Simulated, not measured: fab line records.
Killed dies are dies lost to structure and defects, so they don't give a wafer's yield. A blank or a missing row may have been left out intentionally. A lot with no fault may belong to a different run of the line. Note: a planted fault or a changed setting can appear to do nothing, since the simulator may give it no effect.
Matching of chambers + flow n5Finfet + N5_BEOL_M13_TRENCH_ETCH_34 on rieDiel-02 has 4 sister chambers
The step etches SiOC in C4F8/O2/Ar, target depth 413.47 nm, time 162.6 s. 4 wafers are shown with their chamber, then 12 later ones without.

EACH WAFER AND ITS CHAMBER
| wafer  | chamber | throttleValvePct (%) |
|--------|---------|----------------------|
| L088.5 | 3       | 24.35                |
| L090.1 | 2       | 23.91                |
| L090.2 | 0       | 23.57                |
| L090.3 | 1       | 24.45                |

WAFERS WHOSE CHAMBER IS MISSING
| wafer  | throttleValvePct (%) |
|--------|----------------------|
| L090.4 | 24.44                |
| L090.5 | 23.54                |
| L090.6 | 23.91                |
| L093.1 | 23.92                |
| L093.2 | 23.57                |
| L093.6 | 24.45                |
| L095.2 | 24.04                |
| L095.3 | 24.46                |
| L095.6 | 23.58                |
| L097.1 | 23.63                |
| L097.2 | 24.04                |
| L097.4 | 24.48                |

WHICH CHAMBER EACH WENT THROUGH
| wafer  | from the rows above     | in truth                   |
|--------|-------------------------|----------------------------|
| L090.4 | can't be placed: 1 or 3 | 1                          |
| L090.5 | 0                       | 0                          |
| L090.6 | 2                       | 2                          |
| L093.1 | 2                       | 2                          |
| L093.2 | 0                       | 0                          |
| L093.6 | can't be placed: 1 or 3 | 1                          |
| L095.2 | 2                       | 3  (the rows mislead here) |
| L095.3 | can't be placed: 1 or 3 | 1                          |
| L095.6 | 0                       | 0                          |
| L097.1 | 0                       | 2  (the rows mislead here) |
| L097.2 | 2                       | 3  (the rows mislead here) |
| L097.4 | can't be placed: 1 or 3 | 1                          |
Placed correctly: 5 of 12. From these rows, 4 cannot be placed; in 4 the true chamber is one of the candidates. 3 placed wrongly.
How it was worked out, from the rows above alone: a wafer's distance from a chamber is the root of the sum, over the readings, of the square of ((its reading less the chamber's mean) divided by the reading's scatter). The wafer belongs to the nearest chamber; if the next one is less than 2 further off, it can't be placed. Each chamber's mean is taken over the wafers shown for it. The scatter: with one shown wafer a chamber, the root of the mean of the squares of how far each hidden wafer lies from its nearest shown one.
